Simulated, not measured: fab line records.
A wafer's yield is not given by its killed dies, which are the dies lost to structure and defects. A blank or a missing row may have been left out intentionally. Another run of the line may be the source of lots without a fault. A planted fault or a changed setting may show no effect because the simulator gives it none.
fab line records	flow nand_harc
[record] lots = 5	wafers = 15	last_day = 32
route steps=1302 shown P_GATE@144 END@1302
lots that met no fault: taken from a fault-free run of the same line
start_h: hours from the record's first day to the start of the lot's first wafer shown	wait_h: hours since the lot's step before	" identical to the entry in the row above	L1.1+2: several wafers, shown together as one row	- value missing, or start not given	* or withheld: withheld	< > ~ a bound
route shown NAME@n: NAME is a module with steps in the file, n the number in the route of the first one	usual: the fault-free wafers' mean and standard deviation	same: alike in all rows	chamber/n: place in a boat	sites: readings site by site	_std_site: the values' standard deviation	_edge_site: the outer-site mean with the inner-site mean subtracted	radius_mm: how far each site lies from the wafer's centre	mask NAME#n: copy n	behind: the tool/chamber that last shaped the wafer	hold: reason for holding the lot/hours on hold/outcome of the hold	device: names the non-switching transistor (n, p or np)	end of line: tests of these same wafers at the route's end	where a step has no rows: the recipe by itself	killed: not the wafer's yield, but the dies lost to structure and defects at the first sort	map: the dies of a wafer, with x for killed, . for not killed, _ for no die there
set.NAME: setting as actually run; set.NAME@STEP: the setting as run at that earlier step	model.NAME: the simulator's own value behind a step, which no gauge read
certain route steps with their lots: each step a table, each wafer a row
services: the hour from which a tool's chamber was out of use, counted from the record's first day as start_h (under 0 if before that day), plus the number of hours and why
[[steps]]
[step NHARC_P_GATE_DESCUM_31]
[recipe] time_s = 3	o2_flow_sccm = 200	ar_flow_sccm = 0	bias_power_w = 0	chemistry = O2
[step NHARC_P_GATE_ETCH_104]
[recipe] target_depth_a = 600	time_s = withheld	cf4_flow_sccm = 100	chf3_flow_sccm = 30	ar_flow_sccm = 0	rf_w = 500	bias_w = 200	chemistry = CF4/CHF3
[step NHARC_P_GATE_HM_OPEN_105]
[recipe] target_depth_a = 3600	o2_flow_sccm = 400	cos_flow_sccm = 20	ar_flow_sccm = 0	rf_w = 500	bias_w = 300	chemistry = O2/COS
[usual] drypump_motor_current_A = 5.6/0.38	oes_product_au = 1.004/0.0073	rf_vpp_V = 468.0/2.5	showerhead_plenum_p_Torr = 3.16/0.12	throttle_valve_pct = 28.330/0.0078
lot.wafer	tool	chamber	start_h	wait_h	drypump_motor_current_A	oes_product_au	rf_hours_counter_h	rf_vpp_V	showerhead_plenum_p_Torr	throttle_valve_pct
L567.4	rie_diel-06	2	-	-	6.0	1.005	12	468.5	3.12	28.323
L567.1	"	3	"	"	6.0	1.003	13	471.8	3.35	28.326
L567.5	"	2	"	"	6.1	1.007	-	467.4	3.12	28.321
L572.3	rie_diel-06	2	-	-	6.1	1.004	1	466.5	3.12	28.340
L572.4	"	3	"	"	6.0	1.004	1	472.4	3.35	28.324
L572.6	"	1	"	"	5.3	0.995	-	471.4	3.34	28.330
L581.4	rie_diel-06	3	-	-	6.0	0.997	4	471.9	3.35	28.335
L581.2	"	0	"	"	5.4	1.000	5	471.5	3.28	28.326
L581.1	"	1	"	"	5.2	1.004	5	471.0	3.34	28.345
L580.2	rie_diel-10	3	-	-	5.5	0.995	0	465.1	3.00	28.320
L580.6	"	0	"	"	5.4	1.007	-	467.9	3.20	28.325
L580.5	"	1	"	"	5.3	1.002	-	466.0	3.11	28.325
L585.1	rie_diel-06	3	-	-	5.9	1.012	6	472.4	3.35	28.327
L585.2	"	0	"	"	5.4	1.009	7	470.0	3.28	28.337
L585.5	"	3	"	"	6.0	1.009	-	473.0	3.35	28.334
[step NHARC_P_GATE_STRIP_106]
[recipe] o2_flow_sccm = 400	cos_flow_sccm = 20	ar_flow_sccm = 0	bias_w = 0	chemistry = O2/COS
[step NHARC_P_GATE_ETCH_114]
[recipe] target_depth_a = 300	overetch_a = 30	time_s = 16.5	ion_energy_ev = 100	cf4_flow_sccm = 80	o2_flow_sccm = 20	ar_flow_sccm = 0	rf_w = 300	bias_w = 100	chemistry = CF4/O2
[usual] drypump_motor_current_A = 5.6/0.41	oes_product_au = 1.004/0.0075	rf_vpp_V = 198.0/1.5	showerhead_plenum_p_Torr = 1.35/0.054	throttle_valve_pct = 13.395/0.0089
lot.wafer	tool	chamber	start_h	wait_h	drypump_motor_current_A	oes_product_au	rf_hours_counter_h	rf_vpp_V	showerhead_plenum_p_Torr	throttle_valve_pct
L567.1	rie_diel-06	3	-	-	6.0	1.017	13	200.8	1.44	13.396
L567.4	"	0	"	"	5.4	1.005	12	199.0	1.41	13.406
L567.5	"	2	"	"	6.1	0.999	-	197.9	1.33	13.397
L572.3	rie_diel-06	0	-	-	5.4	1.002	2	199.9	1.41	13.404
L572.4	"	1	"	"	5.2	1.009	2	200.5	1.43	13.393
L572.6	"	0	"	"	5.4	1.002	-	199.4	1.41	13.399
L581.1	rie_diel-06	0	-	-	5.4	1.000	5	200.2	1.41	13.402
L581.2	"	1	"	"	5.2	0.991	5	200.7	1.43	13.399
L581.4	"	3	"	"	5.9	0.992	4	199.7	1.44	13.394
L580.2	rie_diel-10	1	-	-	5.3	1.008	0	197.3	1.33	13.399
L580.5	"	1	"	"	5.3	1.006	-	198.2	1.33	13.393
L580.6	"	2	"	"	5.5	0.998	-	197.1	1.28	13.402
L585.1	rie_diel-06	2	-	-	6.0	1.004	7	198.0	1.33	13.410
L585.2	"	0	"	"	5.4	1.000	7	200.5	1.41	13.401
L585.5	"	2	"	"	6.0	0.999	-	196.7	1.33	13.399
[step NHARC_P_GATE_ETCH_32]
[recipe] target_depth_a = 1500	over_etch_frac = 1	over_etch_ion_energy_ev = 40	time_s = 100.1	hbr_flow_sccm = 150	cl2_flow_sccm = 50	rf_w = 400	icp_w = 400	bias_w = 100	chemistry = HBr/Cl2
[step NHARC_P_GATE_STRIP_108]
[recipe] o2_flow_sccm = 500	ar_flow_sccm = 0	bias_w = 0	chemistry = O2
[step NHARC_P_GATE_CD_MEAS_33]
[usual] cd_nm = 120.7/1.8
lot.wafer	tool	chamber	start_h	wait_h	cd_nm
L567.1	cd_sem-02	-	123.19	-	120.6
L567.4	"	-	"	"	119.7
L567.5	"	-	"	"	120.6
L572.3	cd_sem-02	-	174.84	-	118.2
L572.4	"	-	"	"	123.0
L572.6	"	-	"	"	121.7
L581.1	cd_sem-01	-	253.94	-	121.2
L581.2	"	-	"	"	123.8
L581.4	"	-	"	"	121.9
L580.2	cd_sem-03	-	254.71	-	120.2
L580.5	"	-	"	"	119.5
L580.6	"	-	"	"	120.3
L585.1	cd_sem-02	-	296.32	-	120.8
L585.2	"	-	"	"	121.7
L585.5	"	-	"	"	121.6
[step NHARC_P_GATE_STRIP_35]
[recipe] time_s = 600	temp_c = 130	chemistry = SPM
[step NHARC_P_GATE_PRECLEAN_73]
[recipe] time_s = *	temp_c = 50	bath_age_min = 0	chemistry = SC1
[step NHARC_P_GATE_SRD_74]
[step NHARC_P_GATE_ALD_36]
[recipe] target_thk_a = 200	pulse_time_s = 60	ald_cycles = 223	temp_c = 400	material = SiNx
[usual] heater_power_outer_w = 540/65	heater_power_w = 862/88	precursor_pulse_height_rel = 0.998/0.019
lot.wafer	tool	chamber	start_h	wait_h	heater_power_outer_w	heater_power_w	precursor_pulse_height_rel
L567.1	ald_sin-01	3	126.48	-	485	810	1.015
L567.4	"	0	127.90	-	517	747	0.997
L567.5	"	3	130.73	-	491	804	0.991
L572.3	ald_sin-04	3	176.38	-	587	958	0.986
L572.4	"	1	178.55	-	525	907	1.000
L572.6	"	3	180.72	-	595	961	1.007
L581.2	ald_sin-02	2	254.39	-	408	669	1.011
L581.1	"	0	256.47	-	463	759	1.023
L581.4	"	1	257.51	-	663	955	1.027
L580.2	ald_sin-04	0	257.26	-	541	948	1.010
L580.6	"	2	259.36	-	546	873	0.988
L580.5	"	3	260.41	-	603	972	1.000
L585.1	ald_sin-01	2	297.84	-	514	845	0.961
L585.2	"	3	298.90	-	475	802	1.014
L585.5	"	2	302.08	-	519	855	1.027
[step NHARC_P_GATE_ETCHBACK_37]
[recipe] target_depth_a = 345	time_s = 17.2	chf3_flow_sccm = 50	o2_flow_sccm = 10	ar_flow_sccm = 200	rf_w = 500	bias_w = 200	chemistry = CHF3/O2
[usual] drypump_motor_current_A = 5.7/0.41	oes_product_au = 0.95/0.032	rf_vpp_V = 371.8/2.1	showerhead_plenum_p_Torr = 2.45/0.094	throttle_valve_pct = 20.572/0.0089
lot.wafer	tool	chamber	start_h	wait_h	drypump_motor_current_A	oes_product_au	rf_hours_counter_h	rf_vpp_V	showerhead_plenum_p_Torr	throttle_valve_pct
L567.4	rie_diel-10	3	135.32	-	5.5	0.93	3.2	368.9	2.31	20.582
L567.1	"	2	"	"	5.5	1.00	3.1	368.3	2.31	20.570
L567.5	"	3	"	"	5.5	0.92	-	368.3	2.31	20.554
L572.4	rie_diel-07	0	184.98	-	6.6	0.93	2.0	374.8	2.56	20.574
L572.3	"	2	"	"	5.8	0.94	2.4	370.7	2.33	20.582
L572.6	"	1	"	"	5.6	0.92	-	372.0	2.39	20.566
L581.4	rie_diel-06	1	263.81	-	5.3	0.93	5.5	374.3	2.57	20.565
L581.2	"	2	"	"	6.1	0.93	4.5	372.6	2.40	20.568
L581.1	"	3	"	"	6.0	0.93	4.5	375.4	2.58	20.582
L580.2	rie_diel-07	0	264.65	-	6.7	0.92	5.4	373.3	2.56	20.580
L580.5	"	2	"	"	5.8	0.93	-	370.3	2.33	20.574
L580.6	"	3	"	"	5.5	0.94	-	371.1	2.48	20.567
L585.2	rie_diel-06	3	306.32	-	6.0	0.95	6.0	374.7	2.58	20.570
L585.1	"	1	"	"	5.2	0.94	7.6	374.2	2.57	20.572
L585.5	"	3	"	"	6.0	0.95	-	375.3	2.58	20.569
[step NHARC_P_GATE_STRIP_101]
[recipe] time_s = 20	o2_flow_sccm = 500	ar_flow_sccm = 0	bias_w = 0	chemistry = O2
[step NHARC_P_GATE_PRECLEAN_97]
[recipe] time_s = 600	temp_c = 120	chemistry = SPM
[step NHARC_P_GATE_SRD_98]
[step NHARC_P_GATE_PRECLEAN_99]
[recipe] time_s = *	temp_c = 50	bath_age_min = 0	chemistry = SC1
[step NHARC_P_GATE_SRD_100]
[step NHARC_P_GATE_DEHYDRATE_38]
[recipe] temp_c = 150	time_s = 120
[step NHARC_P_GATE_HMDS_39]
[recipe] time_s = 30
[step NHARC_P_GATE_COAT_40]
[recipe] spin_rpm = 3000
[step NHARC_P_GATE_SOFTBAKE_41]
[recipe] temp_c = 122	time_s = 95
[step NHARC_P_GATE_EBR_42]
[step NHARC_P_GATE_EXPOSE_43]
[recipe] na = 0.6	target_cd_nm = 720	dose_mj = 14.81	mask_id = P_NSD
[step NHARC_P_GATE_PEB_44]
[recipe] peb_temp_c = 118	peb_time_s = 85
[step NHARC_P_GATE_DEVELOP_45]
[recipe] time_s = 70
[step NHARC_P_GATE_CD_MEAS_46]
[recipe] target_cd_nm = 720	landing_energy_ev = 500
[usual] cd_nm = 719.6/1.4
[same] landing_energy_ev = 500
lot.wafer	tool	chamber	start_h	wait_h	cd_nm
L567.1	cd_sem-01	0	136.33	-	720.9
L567.4	"	0	"	"	720.6
L567.5	"	0	"	"	720.0
L572.3	cd_sem-02	0	185.88	-	719.7
L572.4	"	0	"	"	719.3
L572.6	"	0	"	"	720.4
L581.1	cd_sem-02	0	264.82	-	722.3
L581.2	"	0	"	"	722.1
L581.4	"	0	"	"	721.0
L580.2	cd_sem-03	0	265.65	-	721.5
L580.5	"	0	"	"	720.7
L580.6	"	0	"	"	722.0
L585.1	cd_sem-02	0	307.32	-	719.3
L585.2	"	0	"	"	719.1
L585.5	"	0	"	"	718.6
[step NHARC_P_GATE_HARDBAKE_47]
[recipe] temp_c = 125	time_s = 80
[step NHARC_P_GATE_DESCUM_48]
[recipe] time_s = 3	o2_flow_sccm = 200	ar_flow_sccm = 0	bias_power_w = 0	chemistry = O2
[usual] drypump_motor_current_A = 5.7/0.42	oes_product_au = 1.004/0.0073	rf_vpp_V = 58.0/0.86	showerhead_plenum_p_Torr = 1.96/0.081	throttle_valve_pct = 11.312/0.0086
lot.wafer	tool	chamber	start_h	wait_h	drypump_motor_current_A	oes_product_au	rf_hours_counter_h	rf_vpp_V	showerhead_plenum_p_Torr	throttle_valve_pct
L567.4	rie_diel-10	2	136.52	-	5.5	1.008	3.2	56.8	1.84	11.307
L567.1	"	3	"	"	5.5	0.995	3.3	58.2	1.84	11.322
L567.5	"	0	"	"	5.4	1.007	-	57.2	1.97	11.299
L572.4	rie_diel-06	2	186.03	-	6.1	1.008	1.5	58.8	1.91	11.319
L572.3	"	3	"	"	6.0	1.008	1.4	57.0	2.06	11.314
L572.6	"	2	"	"	6.0	1.005	-	57.7	1.91	11.325
L581.2	rie_diel-06	2	264.98	-	6.0	0.998	4.5	56.8	1.91	11.304
L581.4	"	3	"	"	6.0	0.995	4.5	58.4	2.06	11.308
L581.1	"	0	"	"	5.4	1.009	5.5	58.4	2.02	11.309
L580.2	rie_diel-07	0	265.84	-	6.7	1.008	5.4	58.3	2.04	11.296
L580.5	"	1	"	"	5.6	1.008	-	56.6	1.90	11.320
L580.6	"	2	"	"	5.7	0.999	-	57.8	1.86	11.305
L585.1	rie_diel-07	3	307.48	-	5.5	1.008	0.1	59.5	1.98	11.326
L585.2	"	0	"	"	6.6	1.019	0.2	58.0	2.04	11.304
L585.5	"	2	"	"	5.7	1.003	-	56.7	1.86	11.304
[step NHARC_P_GATE_IMPLANT_49]
[recipe] energy_kev = 30	dose_cm2 = 3e+15	tilt_deg = 7
[step NHARC_P_GATE_STRIP_111]
[recipe] power_w = 1500	temp_c = 110	time_s = 250	chemistry = N2/H2
[step NHARC_P_GATE_STRIP_75]
[recipe] power_w = 1500	temp_c = 250	chemistry = O2
[usual] drypump_motor_current_A = 5.77/0.16	heater_power_w = 351/22
lot.wafer	tool	chamber	start_h	wait_h	drypump_motor_current_A	heater_power_w	rf_hours_counter_h
L567.1	plasma_asher-02	1	137.16	0.3	5.61	362	13
L567.4	"	0	"	"	5.72	328	-
L567.5	"	0	"	"	5.72	329	-
L572.3	plasma_asher-02	1	186.72	0.2	5.58	354	-
L572.4	"	0	"	"	5.75	321	-
L572.6	"	0	"	"	5.73	327	-
L581.2	plasma_asher-01	1	265.64	0.2	6.06	371	20
L581.1	"	0	"	"	5.78	339	20
L581.4	"	1	"	"	6.05	377	-
L580.2	plasma_asher-02	0	266.48	0.2	5.71	316	1
L580.6	"	1	"	"	5.66	395	-
L580.5	"	0	"	"	5.72	328	-
L585.1	plasma_asher-02	0	308.18	0.3	5.72	313	9
L585.2	"	1	"	"	5.58	395	9
L585.5	"	0	"	"	5.71	317	-
[step NHARC_P_GATE_STRIP_50]
[recipe] time_s = 900	temp_c = 130	chemistry = SPM
[step NHARC_P_GATE_DEHYDRATE_51]
[recipe] temp_c = 150	time_s = 120
[step NHARC_P_GATE_HMDS_52]
[recipe] time_s = 30
[step NHARC_P_GATE_COAT_53]
[recipe] spin_rpm = 3000
[step NHARC_P_GATE_SOFTBAKE_54]
[recipe] temp_c = 122	time_s = 95
[step NHARC_P_GATE_EBR_55]
[step NHARC_P_GATE_EXPOSE_56]
[recipe] na = 0.6	target_cd_nm = 720	dose_mj = 14.81	mask_id = P_PSD
[step NHARC_P_GATE_PEB_57]
[recipe] peb_temp_c = 118	peb_time_s = 85
[step NHARC_P_GATE_DEVELOP_58]
[recipe] time_s = 70
[step NHARC_P_GATE_CD_MEAS_59]
[recipe] target_cd_nm = 720	landing_energy_ev = 500
[usual] cd_nm = 719.5/1.4
[same] landing_energy_ev = 500
lot.wafer	tool	chamber	start_h	wait_h	cd_nm
L567.1	cd_sem-01	0	138.09	-	718.8
L567.4	"	0	"	"	721.1
L567.5	"	0	"	"	718.8
L572.3	cd_sem-01	0	187.65	-	718.3
L572.4	"	0	"	"	717.9
L572.6	"	0	"	"	717.3
L581.1	cd_sem-02	0	266.44	-	719.9
L581.2	"	0	"	"	718.1
L581.4	"	0	"	"	719.5
L580.2	cd_sem-02	0	267.40	-	719.9
L580.5	"	0	"	"	720.0
L580.6	"	0	"	"	718.8
L585.1	cd_sem-03	0	309.10	-	719.2
L585.2	"	0	"	"	719.5
L585.5	"	0	"	"	721.8
[step NHARC_P_GATE_INSPECT_68]
[usual] raw_defect_count = 197/68
lot.wafer	tool	chamber	start_h	wait_h	raw_defect_count
L567.1	defect_inspect-02	-	142.93	0.2	174
L567.4	"	-	"	"	213
L567.5	"	-	"	"	216
L572.3	defect_inspect-02	-	192.47	0.1	182
L572.4	"	-	"	"	556
L572.6	"	-	"	"	279
L581.1	defect_inspect-01	-	271.15	0.2	176
L581.2	"	-	"	"	121
L581.4	"	-	"	"	158
L580.2	defect_inspect-02	-	272.18	0.1	191
L580.5	"	-	"	"	134
L580.6	"	-	"	"	208
L585.1	defect_inspect-02	-	313.79	0.2	126
L585.2	"	-	"	"	187
L585.5	"	-	"	"	216
[step NHARC_END_SORT_01]
[recipe] temp_c = 25
[usual] killed_at_array = 57/24	killed_at_other = 0.7/0.94	killed_at_periphery = 3.8/2.5	killed_dies = 62/23	killed_open = 3.1/1.8	killed_short = 2.5/1.6
[same] gross_dies = 677
lot.wafer	tool	chamber	start_h	wait_h	killed_at_array	killed_at_other	killed_at_periphery	killed_dies	killed_open	killed_short
L572.3	prober-01	0	659.15	3.1	59	1	3	63	3	3
L572.4	prober-01	0	659.96	3.4	57	0	80	137	3	5
L572.6	prober-01	0	661.57	4.0	69	0	3	72	4	2
L581.1	prober-01	0	712.34	2.5	73	0	0	73	3	0
L581.2	prober-01	0	713.13	2.8	65	0	0	65	2	2
L581.4	prober-01	0	714.72	3.4	57	0	2	59	1	2
L580.2	prober-02	0	713.18	2.8	31	0	4	35	1	5
L580.5	prober-02	0	715.61	3.7	32	1	8	41	8	2
L580.6	prober-02	0	716.42	4.1	32	3	5	40	5	4
L585.1	prober-01	0	765.22	2.5	57	2	0	59	2	2
L585.2	prober-01	0	766.01	2.8	60	0	4	64	3	2
L585.5	prober-01	0	768.40	3.7	79	1	1	81	1	1
// killed by level:class
L572.3 A_CHANNEL_HOLE_D1:chamber_film_flake=26 A_CHANNEL_HOLE_D2:chamber_film_flake=13 A_CONTACT:chamber_film_flake=8 A_CHANNEL_FILL_D2:chamber_film_flake=2 A_STAIRCASE:chamber_film_flake=2 A_ONON_D1:geometric_particle:open=1 A_CHANNEL_HOLE_D1:geometric_particle:open=1 A_ONON_D2:geometric_particle:short=1
L572.4 P_GATE:unspecified=77 A_CHANNEL_HOLE_D1:chamber_film_flake=23 A_CHANNEL_HOLE_D2:chamber_film_flake=18 A_DECK1_JOINT:chamber_film_flake=3 A_CONTACT:chamber_film_flake=3 A_ONON_D2:geometric_particle:open=2 A_ONON_D2:geometric_particle:short=2 P_BONDPAD:chamber_film_flake=2
L572.6 A_CHANNEL_HOLE_D1:chamber_film_flake=31 A_CHANNEL_HOLE_D2:chamber_film_flake=22 A_CONTACT:chamber_film_flake=6 P_BONDPAD:chamber_film_flake=2 P_CONTACT:geometric_particle:short=1 A_ONON_D1:geometric_particle:open=1 A_CHANNEL_HOLE_D1:geometric_particle:short=1 A_ONON_D2:geometric_particle:open=1
L581.1 A_SLIT:chamber_film_flake=30 A_CHANNEL_HOLE_D2:chamber_film_flake=27 A_CHANNEL_HOLE_D1:chamber_film_flake=7 A_ONON_D2:geometric_particle:open=2 A_CONTACT:chamber_film_flake=2 A_BONDPAD:chamber_film_flake=2 A_DECK1_JOINT:geometric_particle:open=1 A_DECK1_JOINT:chamber_film_flake=1
L581.2 A_SLIT:chamber_film_flake=23 A_CHANNEL_HOLE_D2:chamber_film_flake=21 A_CHANNEL_HOLE_D1:chamber_film_flake=12 A_CHANNEL_FILL_D1:chamber_film_flake=2 A_ONON_D1:geometric_particle:short=1 A_ONON_D1:geometric_particle:open=1 A_CHANNEL_FILL_D1:geometric_particle:open=1 A_WL_FILL:geometric_particle:short=1
L580.2 A_CHANNEL_HOLE_D1:chamber_film_flake=10 A_SLIT:chamber_film_flake=6 A_CONTACT:chamber_film_flake=5 P_GATE:chamber_film_flake=2 P_M0:geometric_particle:short=1 A_ONON_D1:geometric_particle:open=1 A_CHANNEL_HOLE_D1:geometric_particle:short=1 A_CHANNEL_FILL_D1:geometric_particle:short=1
L581.4 A_SLIT:chamber_film_flake=31 A_CHANNEL_HOLE_D2:chamber_film_flake=13 A_CHANNEL_HOLE_D1:chamber_film_flake=6 A_CONTACT:chamber_film_flake=4 P_CONTACT:geometric_particle:short=1 A_ONON_D2:geometric_particle:short=1 A_M0:geometric_particle:open=1 P_ZERO_WELL:chamber_film_flake=1
L580.5 A_CHANNEL_HOLE_D1:chamber_film_flake=9 P_GATE:chamber_film_flake=7 A_SLIT:chamber_film_flake=6 A_CONTACT:chamber_film_flake=5 P_M0:geometric_particle:short=1 A_ONON_D1:geometric_particle:open=1 A_CHANNEL_FILL_D1:geometric_particle:open=1 A_DECK1_JOINT:geometric_particle:open=1
L580.6 A_CHANNEL_HOLE_D1:chamber_film_flake=8 A_STAIRCASE:chamber_film_flake=7 A_CONTACT:chamber_film_flake=5 P_GATE:chamber_film_flake=4 THIN_TSV:chamber_film_flake=3 A_WL_FILL:chamber_film_flake=2 P_M1:geometric_particle:open=1 A_SOURCE_PLATE:geometric_particle:short=1
L585.1 A_SLIT:chamber_film_flake=23 A_CHANNEL_HOLE_D2:chamber_film_flake=18 A_CHANNEL_HOLE_D1:chamber_film_flake=9 A_CHANNEL_FILL_D2:chamber_film_flake=2 THIN_TSV:chamber_film_flake=2 A_ONON_D2:geometric_particle:short=1 A_ONON_D2:geometric_particle:open=1 A_CHANNEL_HOLE_D2:geometric_particle:short=1
L585.2 A_CHANNEL_HOLE_D2:chamber_film_flake=19 A_SLIT:chamber_film_flake=17 A_CHANNEL_HOLE_D1:chamber_film_flake=7 A_CHANNEL_FILL_D2:chamber_film_flake=4 A_CONTACT:chamber_film_flake=4 A_DECK1_JOINT:chamber_film_flake=3 P_ZERO_WELL:chamber_film_flake=2 A_WL_FILL:chamber_film_flake=2
L585.5 A_CHANNEL_HOLE_D2:chamber_film_flake=34 A_SLIT:chamber_film_flake=28 A_CHANNEL_HOLE_D1:chamber_film_flake=8 A_DECK1_JOINT:chamber_film_flake=2 A_CHANNEL_FILL_D2:chamber_film_flake=2 A_CHANNEL_FILL_D1:geometric_particle:open=1 A_WL_FILL:geometric_particle:short=1 P_GATE:chamber_film_flake=1
// map L572.4 (x killed, . not)
____________.____________
_________......._________
_______..........._______
______.............______
_____..............._____
____........xx.......____
____....x....x.......____
___.x...............x.___
___.x.xxxx............___
__...xxxxxxxx.x........__
__.xxxxxxxxxxx.......x.__
_...xxxxxxxx.xx........._
_...xxxxxxxx.xx........._
_..xxxxxxxxxxxx....x...._
_..xxxxxxxxxx..........._
_..x.xxxxxxx............_
...x.xxxxxx..x..........x
...xxxxxxx.xx....x.......
..xx.x.xx...x...........x
....xx...................
.....................x...
_....x.......x........x._
_......................._
_......................._
_......x................_
_......................._
__........x.xx.........__
__.........x.xx........__
___........xxxx.......___
___...x......x........___
____.................____
____........xx.......____
_____...x...xx......_____
______....xx.......______
_______......x...._______
_________...x..._________
____________.____________
// map L580.5 (x killed, . not)
____________.____________
_________....x.x_________
_______..........._______
______........xx...______
_____.........x.x..x_____
____.......x.........____
____.................____
___...................___
___...................___
__.........x....x......__
__.....................__
_......................._
_..x.............x......_
_.....................x._
_.................x....._
_...................x..._
...................x.....
.........................
...x.....................
...x.....................
.....x.............x.....
_......x........x......._
_..........x............_
_......................._
_......................._
_xx....................._
__..........x..x.......__
__x..................xx__
___.........x........x___
___.........xxx.......___
____....x..x.........____
____.......x.........____
_____...........x..._____
______.x..x........______
_______..........._______
_________......._________
____________.____________
[[services]]
tool	chamber	start_h	hours	kind
rie_diel-10	2	103.68	13.4	repair
rie_diel-06	2	108.63	3.4	repair
rie_diel-07	-	117.20	9.0	pm
ald_sin-02	-	118.13	10.0	pm
ald_sin-01	1	118.30	8.9	repair
rie_diel-06	-	130.30	9.0	pm
rie_diel-07	3	139.19	1.3	repair
plasma_asher-01	-	145.51	8.7	repair
ald_sin-04	0	151.96	18.1	repair
plasma_asher-01	-	165.00	9.0	pm
rie_diel-06	-	175.52	0.6	repair
ald_sin-04	-	226.65	12.6	repair
plasma_asher-02	-	240.11	1.4	repair
rie_diel-10	-	242.67	9.0	pm
plasma_asher-02	-	250.07	9.0	pm
rie_diel-10	2	265.30	3.0	repair
ald_sin-04	-	267.72	10.0	pm
ald_sin-02	-	277.35	1.1	repair
ald_sin-02	2	293.27	5.7	repair
rie_diel-07	-	294.20	9.0	pm
ald_sin-02	-	296.13	10.0	pm
rie_diel-07	1	305.46	2.6	repair
ald_sin-01	1	307.20	5.9	repair
rie_diel-06	-	307.30	9.0	pm
[[key]]
[first_sign] step = NHARC_P_GATE_INSPECT_68	reading = raw_defect_count	direction = up	sigmas = 5.3	usual = 197	struck = 556
[effect] step = NHARC_END_SORT_01	reading = killed_at_periphery	direction = up	sigmas = 31	usual = 3.8	struck = 80
[more_kills_born_at] NHARC_P_GATE_ETCHBACK_37@rie_diel-07 = 77
met_at NHARC_P_GATE_ETCHBACK_37
struck_wafers L572.4
tester_left_out L572
[fault] kind = chamber_particle_source	tool = rie_diel-07	chamber = 0	onset_h = 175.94	steps = NHARC_P_GATE_ETCHBACK_37	rate_per_visit_cm2 = 0.5736	end_h = 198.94
// tester_left_out: of these lots the tester's yield and bins aren't shown, on N5 and GAA mostly nor the transistor test; their killed dies are dies lost to structure and defects alone, not to doping, threshold or leakage, so they don't give the yield
